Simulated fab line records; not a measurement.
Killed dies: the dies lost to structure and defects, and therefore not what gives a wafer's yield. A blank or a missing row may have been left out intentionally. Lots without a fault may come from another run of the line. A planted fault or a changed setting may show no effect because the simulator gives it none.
Problem report in the 8D (eight disciplines) form, filled by code :: flow n5Finfet :: the parts of the form that need people (team, actions taken, sign-off) are left out

== 1. WHAT WENT WRONG ==
susceptorTempC at N5_BEOL_M7_PECVD_70 reads a mean of 410.83 C on 1 wafer of 1 lot; wafers without a fault read 400.02 C with a standard deviation of 0.2. Relative to the usual mean, that is a shift of +54 standard deviations.
The step: deposits SiO2 from TEOS/O2, target thk 20 nm, time 22.7 s.
First seen on wafer L562.6, day 12 09:01, on pecvd-04. Wafers with a number at this step in the record: 30, from 11 lots. Rule for "out" (also "out of limits"): further than 4 standard deviations from the usual mean. The other wafers with a number count as sound.

== 2. WHAT IT IS AND WHAT IT IS NOT ==
question: which readings at this step
is: susceptorTempC
is not: rfFwdPowerW, showerheadPlenumPTorr, throttleValvePct

question: which lots
is: L562
is not: L553, L554, L555, L559, L567, L569, L570, L571, L575, L576

question: which wafers of those lots
is: L562.6
is not: L562.3, L562.5

question: read on which tools
is: pecvd-04
is not: pecvd-01, pecvd-02

question: when
is: from day 12 09:01
is not: up to then (13 sound wafers); but 16 sound wafers of L567, L569, L570, L571, L575, L576 came after

== 3. THE SUSPECTS, EACH WITH WHAT RULES IT OUT ==
Counting: any tool at a process step up to the reading remains a suspect provided it ran every lot that is out. Sound lots after the first of them don't rule it out here, since some wafers of a struck lot are sound.
- rieDiel-01 at N5_BEOL_M6_ETCH_65 (etches SiARC in CF4, target depth 15.6 nm, time 26 s): kept. The lot that is out, L562, ran on it at day 12 02:55; the last sound lot it ran before that was L554, at day 10 08:05.
- rieDiel-01 at N5_BEOL_M6_TRENCH_ETCH_37 (etches SiCOH lowk in C4F6/O2, target depth 94.435 nm, time 31.5 s): kept. The lot that is out, L562, ran on it at day 12 04:29; the last sound lot it ran before that was L554, at day 10 08:59. N5_BEOL_M6_TRENCH_ETCH_37: start missing for some lots; hours and lot order therefore follow N5_BEOL_M6_DEGAS_44.
- pvdSputter-01 at N5_BEOL_M6_DEGAS_44 (time 60 s): kept. The lot that is out, L562, ran on it at day 12 04:29; the last sound lot it ran before that was L554, at day 10 08:59.
- pecvd-04 at N5_BEOL_M7_PECVD_70 (deposits SiO2 from TEOS/O2, target thk 20 nm, time 22.7 s): kept. The lot that is out, L562, ran on it at day 12 09:01; the last sound lot it ran before that was L559, at day 11 06:10. On those wafers its own readings are out: susceptorTempC.
- rieDiel-01, N5_BEOL_M6_ETCH_65: wafers that are out in chamber 0, sound lot-mates in chambers 1, 3.
- rieDiel-01, N5_BEOL_M6_TRENCH_ETCH_37: wafers that are out in chamber 0, sound lot-mates in chambers 1, 3.
- The sound lot-mates ran in chamber 2 of pecvd-04 at N5_BEOL_M7_PECVD_70, but the wafers that are out ran in chamber 0.
Left after counting: rieDiel-01 at N5_BEOL_M6_ETCH_65, rieDiel-01 at N5_BEOL_M6_TRENCH_ETCH_37, pvdSputter-01 at N5_BEOL_M6_DEGAS_44, pecvd-04 at N5_BEOL_M7_PECVD_70.

== 4. THE CAUSE (what the simulator had put in) ==
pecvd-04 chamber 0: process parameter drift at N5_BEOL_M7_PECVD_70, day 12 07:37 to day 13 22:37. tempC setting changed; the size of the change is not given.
4 suspects survive the count, and this tool is in that group.

== 5. SEQUENCE OF EFFECTS, ordered by route ==
Each row: a reading where the mean over the struck wafers with a number is more than 3 standard deviations away from the usual. Only readings for which the record gives a usual standard deviation are gone through. hours: the time from each lot's start at the first step in this table that gives one to its start at this step, as a median over the lots. sigmas: the change in usual standard deviations.
hours: 0
step: N5_BEOL_M7_PECVD_70
reading: susceptorTempC
usual: 400.02 C
on struck wafers: 410.83
change: +10.81
sigmas: +54
The process steps in it:
- N5_BEOL_M7_PECVD_70: deposits SiO2 from TEOS/O2, target thk 20 nm, time 22.7 s.

== 6. WHAT WOULD HAVE CAUGHT IT SOONER ==
In this record the first reading out of limits was taken at day 12 09:01, 1 hour after the fault began at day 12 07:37.
